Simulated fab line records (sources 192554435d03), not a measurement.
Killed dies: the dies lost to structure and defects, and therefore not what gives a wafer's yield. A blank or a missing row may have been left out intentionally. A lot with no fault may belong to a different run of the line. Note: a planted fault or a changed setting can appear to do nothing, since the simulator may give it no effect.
Which of the tools did it? :: flow n5_finfet :: Sampling: 9 lots, 26 wafers, 6 of 1938 route steps

== WHAT THE GAUGES SHOWED, per wafer ==
N5_BEOL_M13_CD_MEAS_17 targets a cd of 190 nm.
lot: L658
measured: day 12 06:42
on: cd_sem-01
cd_nm (nm): 190.9 189.3 192.8

lot: L659
measured: day 12 07:13
on: cd_sem-01
cd_nm (nm): 191.1 193.1 189.1

lot: L660
measured: day 12 23:41
on: cd_sem-03
cd_nm (nm): 191.5 193.5 191.6

lot: L662
measured: day 13 06:55
on: cd_sem-03
cd_nm (nm): 189.0 192.7 190.7

lot: L663
measured: day 13 15:23
on: cd_sem-02
cd_nm (nm): 189.2 189.7 189.4

lot: L666
measured: day 15 05:42
on: cd_sem-03
cd_nm (nm): 190.7 191.7 190.2

lot: L674
measured: day 17 02:13
on: cd_sem-03
cd_nm (nm): 196.1 200.7 197.2

lot: L675
measured: day 18 02:56
on: cd_sem-01
cd_nm (nm): 203.5 201.2 201.8

lot: L677
measured: day 18 03:37
on: cd_sem-01
cd_nm (nm): 190.3 188.4

== WHAT TOOL EACH LOT RAN ON (gives the tool, then ch and the chambers of the sampled wafers, and finally the start) ==
lot: L658
N5_BEOL_M12_TRENCH_ETCH_34: rie_diel-06 ch 1,2,3, day 12 03:37
N5_BEOL_M12_STRIP_37: plasma_asher-01 ch 0,1, day 12 03:49
N5_BEOL_M12_SPUTTER_44: pvd_sputter-01, day 12 04:23
N5_BEOL_M13_ETCH_59: rie_diel-01 ch 0,1,3, day 12 06:13
N5_BEOL_M13_STRIP_63: plasma_asher-02 ch 0,1, day 12 06:30

lot: L659
N5_BEOL_M12_TRENCH_ETCH_34: rie_diel-05 ch 1,2,3, day 12 04:15
N5_BEOL_M12_STRIP_37: plasma_asher-01 ch 0,1, day 12 04:28
N5_BEOL_M12_SPUTTER_44: pvd_sputter-03, day 12 05:01
N5_BEOL_M13_ETCH_59: rie_diel-03 ch 1,3, day 12 06:43
N5_BEOL_M13_STRIP_63: plasma_asher-02 ch 0,1, day 12 07:01

lot: L660
N5_BEOL_M12_TRENCH_ETCH_34: rie_diel-04 ch 0,1, day 12 20:06
N5_BEOL_M12_STRIP_37: plasma_asher-01 ch 0,1, day 12 20:19
N5_BEOL_M12_SPUTTER_44: pvd_sputter-02, day 12 21:22
N5_BEOL_M13_ETCH_59: rie_diel-03 ch 2,3, day 12 23:11
N5_BEOL_M13_STRIP_63: plasma_asher-01 ch 0,1, day 12 23:30

lot: L662
N5_BEOL_M12_TRENCH_ETCH_34: rie_diel-05 ch 0,2, day 12 22:13
N5_BEOL_M12_STRIP_37: plasma_asher-02 ch 0,1, day 12 22:24
N5_BEOL_M12_SPUTTER_44: pvd_sputter-02, day 13 04:35
N5_BEOL_M13_ETCH_59: rie_diel-01 ch 0,1,3, day 13 06:25
N5_BEOL_M13_STRIP_63: plasma_asher-02 ch 0,1, day 13 06:42

lot: L663
N5_BEOL_M12_TRENCH_ETCH_34: rie_diel-06 ch 0,1,2, day 13 06:16
N5_BEOL_M12_STRIP_37: plasma_asher-02 ch 0,1, day 13 06:29
N5_BEOL_M12_SPUTTER_44: pvd_sputter-02, day 13 13:11
N5_BEOL_M13_ETCH_59: rie_diel-02 ch 0,1,2, day 13 14:53
N5_BEOL_M13_STRIP_63: plasma_asher-02 ch 0,1, day 13 15:12

lot: L666
N5_BEOL_M12_TRENCH_ETCH_34: rie_diel-05 ch 0,3, day 15 01:56
N5_BEOL_M12_STRIP_37: plasma_asher-02 ch 0,1, day 15 02:09
N5_BEOL_M12_SPUTTER_44: pvd_sputter-03, day 15 02:36
N5_BEOL_M13_ETCH_59: rie_diel-03 ch 0,2, day 15 05:12
N5_BEOL_M13_STRIP_63: plasma_asher-02 ch 0,1, day 15 05:31

lot: L674
N5_BEOL_M12_TRENCH_ETCH_34: rie_diel-05 ch 1,2,3, day 16 23:10
N5_BEOL_M12_STRIP_37: plasma_asher-01 ch 0,1, day 16 23:22
N5_BEOL_M12_SPUTTER_44: pvd_sputter-03, day 16 23:54
N5_BEOL_M13_ETCH_59: rie_diel-03 ch 0,1,2, day 17 01:43
N5_BEOL_M13_STRIP_63: plasma_asher-02 ch 1, day 17 02:01

lot: L675
N5_BEOL_M12_TRENCH_ETCH_34: rie_diel-04 ch 2,3, day 17 21:05
N5_BEOL_M12_STRIP_37: plasma_asher-02 ch 0,1, day 17 21:17
N5_BEOL_M12_SPUTTER_44: pvd_sputter-02, day 18 00:20
N5_BEOL_M13_ETCH_59: rie_diel-03 ch 0,1,2, day 18 02:27
N5_BEOL_M13_STRIP_63: plasma_asher-02 ch 0,1, day 18 02:44

lot: L677
N5_BEOL_M12_TRENCH_ETCH_34: rie_diel-05 ch 0,1, day 17 22:34
N5_BEOL_M12_STRIP_37: plasma_asher-02 ch 0, day 17 22:46
N5_BEOL_M12_SPUTTER_44: pvd_sputter-01, day 18 01:08
N5_BEOL_M13_ETCH_59: rie_diel-02 ch 1,2, day 18 03:07
N5_BEOL_M13_STRIP_63: plasma_asher-01 ch 0,1, day 18 03:24
- N5_BEOL_M12_TRENCH_ETCH_34: etches SiOC in C4F8/O2/Ar, target depth 318.95 nm, time 125.5 s.
- N5_BEOL_M12_STRIP_37: strips in N2/H2.
- N5_BEOL_M12_SPUTTER_44: material Ta, target thk 10 nm, time 16.13 s.
- N5_BEOL_M13_ETCH_59: etches BARC in N2/H2, target depth 89 nm, overetch 26.7 nm, time 67.9 s.
- N5_BEOL_M13_STRIP_63: strips in N2/H2.

== THE ANSWER, worked out from the rows above alone ==
Rule: what is usual is taken from the lots themselves. Put in order of their means at a reading, lots are off if they are a third of the lots or fewer, leave a main group of 4 or more, and stand apart from it by a gap of 3 or more times the standard deviation of the main group's means; of several such gaps the widest counts. The tables above print the reading to a certain number of digits; a main group whose means all agree to those digits is not used. A lot without any number at a reading at which 4 lots or more have one is off too. All remaining lots with rows at the step are treated as sound.
Off: L674, L675 (N5_BEOL_M13_CD_MEAS_17, cd_nm). Mean 190.7 nm and standard deviation 0.92 in the main group.
If a tool, at a process step before that reading, ran all the lots that are off and no sound lot after the first of them, it fits. Gauges at N5_BEOL_M13_CD_MEAS_17: tried the same way as those tools. Can't be told from this: 2 tools fit, rie_diel-03 at N5_BEOL_M13_ETCH_59, plasma_asher-02 at N5_BEOL_M13_STRIP_63.

== WHAT HAD BEEN PUT IN BY THE SIMULATOR ==
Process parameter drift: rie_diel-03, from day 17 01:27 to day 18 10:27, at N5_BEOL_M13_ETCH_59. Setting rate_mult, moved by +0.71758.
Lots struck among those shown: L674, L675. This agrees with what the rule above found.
